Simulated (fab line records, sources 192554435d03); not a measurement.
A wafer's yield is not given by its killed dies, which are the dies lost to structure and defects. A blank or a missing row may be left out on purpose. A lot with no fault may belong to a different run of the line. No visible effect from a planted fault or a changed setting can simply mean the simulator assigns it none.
Split-lot study -- flow n5 finfet -- 7 lots, 21 wafers read, on a route of 1938 steps

## SPLIT DETAILS
At N5_MOL_CONTACT_COAG_ALD_133 (deposits SiO2, target thk 5 nm, pulse time 1 s, co reactant pulse time 1 s), the setting ald cycles was moved away from the recipe's 35 on 8 of the 21 wafers read, by -11.4% to +14.3%. The other wafers ran this setting at the recipe's value.

The reading comes from the split's own step.

## THE READING
SiO2_of_MOL_CONTACT_COAG_ALD_133.thk nm (the simulator's own value, which no gauge read), in nm, at N5_MOL_CONTACT_COAG_ALD_133 (deposits SiO2, target thk 5 nm, pulse time 1 s, co reactant pulse time 1 s). There is no usual value for it anywhere in the file.

wafer,"tool, chamber at the split",ald cycles as run,against the recipe,"SiO2_of_MOL_CONTACT_COAG_ALD_133.thk nm, nm",against lot-mates on the recipe
L080.2,"ald sin-02, 2",31,-11.4%,4.4,-0.6
L080.3,"ald sin-02, 1",35,recipe,5,-
L080.6,"ald sin-02, 1",35,recipe,5,-
L084.1,"ald sin-03, 0,2",33,-5.7%,4.8,-0.2
L084.4,"ald sin-03, 0,2",33,-5.7%,4.8,-0.2
L084.5,"ald sin-03, 1",35,recipe,5,-
L086.2,"ald sin-02, 1,2",35,recipe,5,-
L086.5,"ald sin-02, 1,2",35,recipe,5,-
L086.3,"ald sin-02, 3",33,-5.7%,4.6,-0.4
L087.4,"ald sin-02, 1",33,-5.7%,4.8,-0.2
L087.5,"ald sin-02, 2",33,-5.7%,4.6,-0.4
L087.6,"ald sin-02, 1",35,recipe,5,-
L088.1,"ald sin-01, 1",40,+14.3%,5.6,+0.6
L088.4,"ald sin-01, 3",40,+14.3%,5.8,+0.8
L088.5,"ald sin-01, 2",35,recipe,5,-
L091.1,"ald sin-02, 3,0,3",35,recipe,5,-
L091.3,"ald sin-02, 3,0,3",35,recipe,5,-
L091.6,"ald sin-02, 3,0,3",35,recipe,5,-
L096.1,"ald sin-01, 1,1,0",35,recipe,5,-
L096.5,"ald sin-01, 1,1,0",35,recipe,5,-
L096.6,"ald sin-01, 1,1,0",35,recipe,5,-
Where a row lists several chambers, the file gives one row for several wafers and doesn't say which wafer went through which chamber.

FIT RESULTS
A straight line over all 21 wafers: SiO2_of_MOL_CONTACT_COAG_ALD_133.thk nm changes by +0.0496 nm for each +1% of ald cycles; r = +0.98; the points scatter about the line by 0.06 nm.
The same after taking each lot's own level away (the mean of its wafers on the recipe; 21 wafers): +0.0496 nm for each +1%; r = +0.98; scatter 0.06 nm.
That fit puts the effect of the largest move of ald cycles on the reading at 0.71 nm.
The lots' own levels span 5.00 to 5.00 nm.
The two slopes agree, so the slope changes little with the lot-to-lot level.
Check: for one of the wafers moved furthest among these (+14.3%), held out of the fit, the line's prediction against its lot-mates is +0.769 nm. Against them it came out at +0.6 nm.

## OTHER SPLITS APPLIED TO THESE WAFERS
Before the reading, these wafers also passed through other splits. Each is held against what the fit with the lots' levels taken away leaves over:
other split on the same wafers,wafers away from the commonest value,r with SiO2_of_MOL_CONTACT_COAG_ALD_133.thk nm (lot level and that fit taken away)
N5_SD_EPI_P_EPI_21 time s,7,+0.22
N5_HKMG_FIN_DEVELOP_48 develop time s,10,-0.25
N5_GATE_CUT_ALD_22 ald cycles,6,+0.33
N5_MOL_CONTACT_COAG_ALD_27 ald cycles,8,+0.31

## THE FILE'S OWN FIT
SiO2_of_MOL_CONTACT_COAG_ALD_133.thk nm changes by +0.0508 nm for each +1% of ald cycles, r = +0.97.
